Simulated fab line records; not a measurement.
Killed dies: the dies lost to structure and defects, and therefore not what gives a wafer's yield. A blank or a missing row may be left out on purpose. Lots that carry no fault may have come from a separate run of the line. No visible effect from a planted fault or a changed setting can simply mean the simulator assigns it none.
Matching of chambers || flow nand harc || NHARC_A_STAIRCASE_DESCUM_11 on rie diel-03 has 4 sister chambers
The step chemistry O2, time 3 s. 14 wafers are shown with their chamber, then 7 later ones without.

== WAFERS, EACH WITH ITS CHAMBER ==
{"wafer": "L074.1", "chamber": 1, "showerhead plenum p Torr (Torr)": 1.86, "throttle valve pct (%)": 11.328, "oes product au (a.u.)": 1.002}
{"wafer": "L074.2", "chamber": 0, "showerhead plenum p Torr (Torr)": 1.85, "throttle valve pct (%)": 11.304, "oes product au (a.u.)": 1.007}
{"wafer": "L074.6", "chamber": 0, "showerhead plenum p Torr (Torr)": 1.85, "throttle valve pct (%)": 11.300, "oes product au (a.u.)": 1.009}
{"wafer": "L078.1", "chamber": 1, "showerhead plenum p Torr (Torr)": 1.86, "throttle valve pct (%)": 11.316, "oes product au (a.u.)": 0.993}
{"wafer": "L078.2", "chamber": 2, "showerhead plenum p Torr (Torr)": 1.78, "throttle valve pct (%)": 11.295, "oes product au (a.u.)": 0.999}
{"wafer": "L078.4", "chamber": 0, "showerhead plenum p Torr (Torr)": 1.85, "throttle valve pct (%)": 11.311, "oes product au (a.u.)": 1.009}
{"wafer": "L081.2", "chamber": 2, "showerhead plenum p Torr (Torr)": 1.78, "throttle valve pct (%)": 11.295, "oes product au (a.u.)": 0.994}
{"wafer": "L081.4", "chamber": 0, "showerhead plenum p Torr (Torr)": 1.85, "throttle valve pct (%)": 11.302, "oes product au (a.u.)": 1.016}
{"wafer": "L081.5", "chamber": 3, "showerhead plenum p Torr (Torr)": 1.99, "throttle valve pct (%)": 11.334, "oes product au (a.u.)": 0.999}
{"wafer": "L082.1", "chamber": 2, "showerhead plenum p Torr (Torr)": 1.78, "throttle valve pct (%)": 11.304, "oes product au (a.u.)": 0.992}
{"wafer": "L082.3", "chamber": 0, "showerhead plenum p Torr (Torr)": 1.85, "throttle valve pct (%)": 11.306, "oes product au (a.u.)": 1.003}
{"wafer": "L082.4", "chamber": 1, "showerhead plenum p Torr (Torr)": 1.85, "throttle valve pct (%)": 11.313, "oes product au (a.u.)": 0.997}
{"wafer": "L089.2", "chamber": 0, "showerhead plenum p Torr (Torr)": 1.84, "throttle valve pct (%)": 11.310, "oes product au (a.u.)": 0.986}
{"wafer": "L089.4", "chamber": 3, "showerhead plenum p Torr (Torr)": 1.99, "throttle valve pct (%)": 11.325, "oes product au (a.u.)": 0.983}

SIGNATURES, as means of the wafers listed above
{"reading": "showerhead plenum p Torr", "chamber 0": 1.8483, "chamber 1": 1.8567, "chamber 2": 1.7800, "chamber 3": 1.9900, "scatter within a chamber": 0.00387}
{"reading": "throttle valve pct", "chamber 0": 11.30550, "chamber 1": 11.31900, "chamber 2": 11.29800, "chamber 3": 11.32950, "scatter within a chamber": 0.00562}
{"reading": "oes product au", "chamber 0": 1.00500, "chamber 1": 0.99733, "chamber 2": 0.99500, "chamber 3": 0.99100, "scatter within a chamber": 0.00847}
Rule: a wafer's distance from a chamber is the root of the sum, over the readings, of the square of ((its reading less the chamber's mean) divided by the reading's scatter). If the next closest chamber is less than 2 further off than the closest, the wafer can't be placed; otherwise it belongs to the closest. How the scatter is found: for the shown wafers, subtract from each reading the mean of its chamber, square and add these, divide the total by (wafers less chambers), then take the root.

== WAFERS WITH NO CHAMBER GIVEN ==
{"wafer": "L089.6", "showerhead plenum p Torr (Torr)": 1.98, "throttle valve pct (%)": 11.303, "oes product au (a.u.)": 0.983}
{"wafer": "L091.1", "showerhead plenum p Torr (Torr)": 1.99, "throttle valve pct (%)": 11.296, "oes product au (a.u.)": 0.990}
{"wafer": "L091.3", "showerhead plenum p Torr (Torr)": 1.85, "throttle valve pct (%)": 11.309, "oes product au (a.u.)": 0.989}
{"wafer": "L091.5", "showerhead plenum p Torr (Torr)": 1.99, "throttle valve pct (%)": 11.320, "oes product au (a.u.)": 0.984}
{"wafer": "L092.2", "showerhead plenum p Torr (Torr)": 1.78, "throttle valve pct (%)": 11.305, "oes product au (a.u.)": 0.987}
{"wafer": "L092.4", "showerhead plenum p Torr (Torr)": 1.85, "throttle valve pct (%)": 11.318, "oes product au (a.u.)": 0.995}
{"wafer": "L092.5", "showerhead plenum p Torr (Torr)": 1.85, "throttle valve pct (%)": 11.308, "oes product au (a.u.)": 0.993}

== EACH ONE'S CHAMBER ==
{"wafer": "L089.6", "from the rows above": 3, "in truth": 3}
{"wafer": "L091.1", "from the rows above": 3, "in truth": 3}
{"wafer": "L091.3", "from the rows above": "can't be placed: 0 or 1", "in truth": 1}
{"wafer": "L091.5", "from the rows above": 3, "in truth": 3}
{"wafer": "L092.2", "from the rows above": 2, "in truth": 2}
{"wafer": "L092.4", "from the rows above": "can't be placed: 1 or 0", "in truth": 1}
{"wafer": "L092.5", "from the rows above": "can't be placed: 0 or 1", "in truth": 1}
4 of 7 placed correctly. Cannot be placed on the basis of these rows: 3; the candidates contain the true chamber in 3. Wrongly placed: 0.
